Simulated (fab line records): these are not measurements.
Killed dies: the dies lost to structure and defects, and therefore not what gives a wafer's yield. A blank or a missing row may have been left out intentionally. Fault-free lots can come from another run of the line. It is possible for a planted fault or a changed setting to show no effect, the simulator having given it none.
Which tool is to blame?    flow n5 finfet    Sampling: 11 lots, 33 wafers, 2 of 1938 route steps

## WHAT THE GAUGES READ, wafer by wafer
N5_PASSIVATION_OVL_MEAS_63.
lot   measured      on          PAD_OVL (nm)
L912  day 12 11:16  overlay-02  2 -4 -5
L913  day 12 17:38  overlay-02  -2 -6 -2
L918  day 14 01:19  overlay-02  -1 12 6
L919  day 14 13:14  overlay-02  -4 1 -4
L921  day 15 16:04  overlay-02  -12 -7 -4
L916  day 15 15:35  overlay-02  -2 -1 -1
L924  day 16 15:20  overlay-01  2 -1 4
L932  day 18 05:53  overlay-02  -8 -4 -7
L930  day 18 09:39  overlay-02  -6 -1 -6
L935  day 18 14:02  overlay-02  -7 -12 -4
L934  day 18 17:50  overlay-01  -7 -8 -7

## WHAT TOOL EACH LOT RAN ON (gives the tool, then ch and the chambers of the sampled wafers, and finally the start)
lot   N5_BEOL_M14_STRIP_37
L912  rie diel-01 ch 1,2, day 11 17:06
L913  rie diel-05 ch 1,3, day 11 23:37
L918  rie diel-01 ch 1,2,3, day 13 04:35
L919  rie diel-01 ch 1,2,3, day 13 11:20
L921  rie diel-05 ch 0,1,3, day 14 23:19
L916  rie diel-05 ch 1,2,3, day 14 23:29
L924  rie diel-05 ch 0,1,3, day 15 20:35
L932  rie diel-01 ch 0,3, day 17 14:55
L930  rie diel-03 ch 1,2, day 17 15:05
L935  rie diel-01 ch 1,3, day 17 20:40
L934  rie diel-03 ch 0,1,2, day 18 04:46
- N5_BEOL_M14_STRIP_37: strips in O2.

## WHAT THE TOOLS THEMSELVES READ (means of the sampled wafers that have a number; where no wafer has one, the mark that the record gives instead)
N5_BEOL_M14_STRIP_37.
lot   tool         drypump motor current A (A)  oes product au (a.u.)  rf vpp V (V)  showerhead plenum p Torr (Torr)  throttle valve pct (%)
L912  rie diel-01  5.9                          0.72                   3.6           2.05                             16.86
L913  rie diel-05  5.7                          0.87                   4.0           2.10                             16.40
L918  rie diel-01  5.8                          0.74                   4.1           2.03                             16.83
L919  rie diel-01  5.8                          0.74                   3.7           2.03                             16.84
L921  rie diel-05  5.6                          0.80                   3.4           2.10                             16.58
L916  rie diel-05  5.4                          0.84                   2.2           2.12                             16.42
L924  rie diel-05  5.6                          0.78                   4.0           2.10                             16.61
L932  rie diel-01  5.6                          0.73                   3.0           2.00                             16.83
L930  rie diel-03  5.7                          0.87                   4.5           2.16                             16.78
L935  rie diel-01  5.8                          0.72                   3.3           2.00                             16.83
L934  rie diel-03  5.6                          0.84                   3.1           2.18                             16.72

## THE ANSWER, worked out from the rows above alone
Rule: what is usual is taken from the lots themselves. Put in order of their means at a reading, lots are off if they are a third of the lots or fewer, leave a main group of 4 or more, and stand apart from it by a gap of 3 or more times the standard deviation of the main group's means; of several such gaps the widest counts. Not used: any main group whose means are identical at the precision the tables above print for the reading. A lot without any number at a reading at which 4 lots or more have one is off too. The other lots that the step has rows for count as sound. First the gauges in route order, then the tools' own readings, where a lot's mean is used as printed above. At the first step where some lot is off, the reading lying furthest off is the one used; lots without a number count as furthest.
Across all readings shown, no lot is off: no conclusion can be drawn from this.

## WHAT WAS PUT IN BY THE SIMULATOR
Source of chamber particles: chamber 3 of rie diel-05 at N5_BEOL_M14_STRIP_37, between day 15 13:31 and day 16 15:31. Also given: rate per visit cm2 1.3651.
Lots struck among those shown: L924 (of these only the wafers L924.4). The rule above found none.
